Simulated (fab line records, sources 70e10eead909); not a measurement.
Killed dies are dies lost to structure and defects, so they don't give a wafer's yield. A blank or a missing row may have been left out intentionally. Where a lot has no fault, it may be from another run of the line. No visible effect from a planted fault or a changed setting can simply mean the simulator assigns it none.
The tool behind it: which one? | flow nand_harc | 6 lots with 18 wafers sampled at 4 steps, on a route of 1159 steps

WHAT EACH GAUGE READ, for each wafer
NHARC_A_CHANNEL_HOLE_D1_INSPECT_40.
lot  | measured     | on                | raw_defect_count
L415 | day 9 05:14  | defect_inspect-02 | 70 45 58
L419 | day 9 18:14  | defect_inspect-01 | 59 66 74
L421 | day 10 08:20 | defect_inspect-02 | 65 47 69
L424 | day 11 08:05 | defect_inspect-01 | 928 915 944
L433 | day 12 23:35 | defect_inspect-01 | 55 36 74
L436 | day 14 06:02 | defect_inspect-01 | 46 60 38

WHICH TOOL RAN EACH LOT (tool, then ch and the chambers of the sampled wafers, then the start)
lot  | NHARC_A_CHANNEL_HOLE_D1_ETCH_24  | NHARC_A_CHANNEL_HOLE_D1_STRIP_43   | NHARC_A_CHANNEL_HOLE_D1_STRIP_27
L415 | har_etch-02 ch 0,1, day 9 01:45  | rie_diel-02 ch 0,2,3, day 9 04:11  | rie_diel-02 ch 0,1,3, day 9 05:14 or earlier
L419 | har_etch-01 ch 0,1, day 9 14:40  | rie_diel-02 ch 1,2,3, day 9 17:11  | rie_diel-02 ch 2,3, day 9 18:14 or earlier
L421 | har_etch-01 ch 0,1, day 10 04:52 | rie_diel-02 ch 1,2, day 10 07:16   | rie_diel-02 ch 0,1,3, day 10 08:20 or earlier
L424 | har_etch-02 ch 0,1, day 11 04:47 | rie_diel-02 ch 0,3, day 11 07:04   | rie_diel-02 ch 0,1,2, day 11 08:05 or earlier
L433 | har_etch-02 ch 0,1, day 12 19:59 | rie_diel-06 ch 0,1,3, day 12 22:31 | rie_diel-06 ch 0,1,3, day 12 23:35 or earlier
L436 | har_etch-02 ch 0,1, day 14 02:35 | rie_diel-03 ch 0,1,3, day 14 04:59 | rie_diel-03 ch 0,1,3, day 14 06:02 or earlier
- NHARC_A_CHANNEL_HOLE_D1_ETCH_24: etches the open film in C4F8/O2/Ar, time 906.2 s, target depth 1500 nm.
- NHARC_A_CHANNEL_HOLE_D1_STRIP_43: strips in O2/COS.
- NHARC_A_CHANNEL_HOLE_D1_STRIP_27: strips in O2.

THE ANSWER, worked out from the rows above alone
Rule: what is usual is taken from the lots themselves. Put in order of their means at a reading, lots are off if they are a third of the lots or fewer, leave a main group of 4 or more, and stand apart from it by a gap of 3 or more times the standard deviation of the main group's means; of several such gaps the widest counts. A main group is skipped when, at the precision printed for the reading in the tables above, its means are all equal. Also off: a lot with no number at a reading for which 4 or more lots have one. All remaining lots with rows at the step are treated as sound.
Off at NHARC_A_CHANNEL_HOLE_D1_INSPECT_40 (raw_defect_count): L424. The main group has a mean of 57 with a standard deviation of 6.
A tool fits if, at a process step before that reading, it ran every lot that is off, and no sound lot after the first of them. Those tools and the gauges at NHARC_A_CHANNEL_HOLE_D1_INSPECT_40 are tried in the same way. NHARC_A_CHANNEL_HOLE_D1_STRIP_27: start missing for some lots; hours and lot order therefore follow NHARC_A_CHANNEL_HOLE_D1_INSPECT_40. One fits: NHARC_A_CHANNEL_HOLE_D1_STRIP_43 and NHARC_A_CHANNEL_HOLE_D1_STRIP_27 on rie_diel-02. At NHARC_A_CHANNEL_HOLE_D1_STRIP_43 its last sound lot is L421 (day 10 07:16), its first lot that is off L424 (day 11 07:04): a fault that began between those two fits.

WHAT THE SIMULATOR HAD INSERTED
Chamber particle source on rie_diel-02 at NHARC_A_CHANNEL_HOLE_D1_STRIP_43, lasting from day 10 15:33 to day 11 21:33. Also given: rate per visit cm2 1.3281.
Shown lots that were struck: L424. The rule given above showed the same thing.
